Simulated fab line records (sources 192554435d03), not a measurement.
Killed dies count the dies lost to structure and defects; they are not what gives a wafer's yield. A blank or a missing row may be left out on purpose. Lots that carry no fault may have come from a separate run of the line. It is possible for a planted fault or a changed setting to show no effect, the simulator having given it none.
Code-filled problem report in 8D (eight disciplines) form + flow n5Finfet + the parts of the form that need people (team, actions taken, sign-off) are left out

## 1. WHAT IS WRONG
At N5_BEOL_M5_ETCH_61, etchRfOnTimeS averages 34.0 s over 3 wafers from 2 lots, while fault-free wafers read 26.3 s, standard deviation 0.69. That is +11 standard deviations from the usual mean.
The step: etches SiARC in CF4, target depth 15.6 nm, time 26 s.
The first sign was on wafer L487.5 at day 14 05:04, on rieDiel-02. The record holds 27 wafers of 9 lots with a number at this step. The rule behind "out" and "out of limits": a value lying over 4 standard deviations away from the usual mean. All remaining wafers that have a number are taken as sound.

## 2. WHAT IT IS AND WHAT IT IS NOT
| question                    | is                     | is not                                                                                            |
|-----------------------------|------------------------|---------------------------------------------------------------------------------------------------|
| which readings at this step | etchRfOnTimeS          | chamberPressureMTorr, drypumpMotorCurrentA, oesProductAu, showerheadPlenumPTorr, throttleValvePct |
| which lots                  | L487, L489             | L469, L470, L473, L476, L477, L484, L488                                                          |
| which wafers of those lots  | L487.5, L489.1, L489.2 | L487.3, L487.4, L489.6                                                                            |
| read on which tools         | rieDiel-02             | rieDiel-03, rieDiel-05                                                                            |
| when                        | from day 14 05:04      | up to then (20 sound wafers); but 4 sound wafers of L488, L489 came after                         |

## 3. THE SUSPECTS, EACH WITH WHAT RULES IT OUT
Counting: any tool at a process step up to the reading remains a suspect provided it ran every lot that is out. Sound lots after the first of them don't rule it out here, since some wafers of a struck lot are sound.
- pvdSputter-01 at N5_BEOL_M4_SPUTTER_94 (material Cu, target thk 4.5 nm, time 8.29 s): kept. Every lot that is out went through it, the first being L487 (day 14 00:20); the last sound lot it ran before that was L484 (day 13 16:17).
- rieDiel-02 at N5_BEOL_M5_ETCH_61 (etches SiARC in CF4, target depth 15.6 nm, time 26 s): kept. Every lot that is out went through it, the first being L487 (day 14 05:04); the last sound lot it ran before that was L484 (day 13 21:00). Its own readings are out on those wafers: etchRfOnTimeS.
After counting, pvdSputter-01 at N5_BEOL_M4_SPUTTER_94 and rieDiel-02 at N5_BEOL_M5_ETCH_61 remain.

## 4. THE CAUSE (what the simulator had put in)
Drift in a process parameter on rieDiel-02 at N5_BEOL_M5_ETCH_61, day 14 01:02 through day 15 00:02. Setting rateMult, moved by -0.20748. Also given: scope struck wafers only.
2 suspects survive the count, and this tool is in that group.

## 5. SEQUENCE OF EFFECTS, ordered by route
Each row: a reading whose mean over the struck wafers that have a number lies more than 3 standard deviations from the usual. Only readings for which the record gives a usual standard deviation are gone through. hours: the time from each lot's start at the first step in this table that gives one to its start at this step, as a median over the lots. sigmas: the change in usual standard deviations.
| hours | step               | reading       | usual  | on struck wafers | change | sigmas |
|-------|--------------------|---------------|--------|------------------|--------|--------|
| 0     | N5_BEOL_M5_ETCH_61 | etchRfOnTimeS | 26.3 s | 34.0             | +7.7   | +11    |
Its process steps:
- N5_BEOL_M5_ETCH_61: etches SiARC in CF4, target depth 15.6 nm, time 26 s.

## 6. WHAT WOULD HAVE CAUGHT IT SOONER
First out-of-limits reading in this record: day 14 05:04, which is 4 hours after fault onset at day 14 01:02.
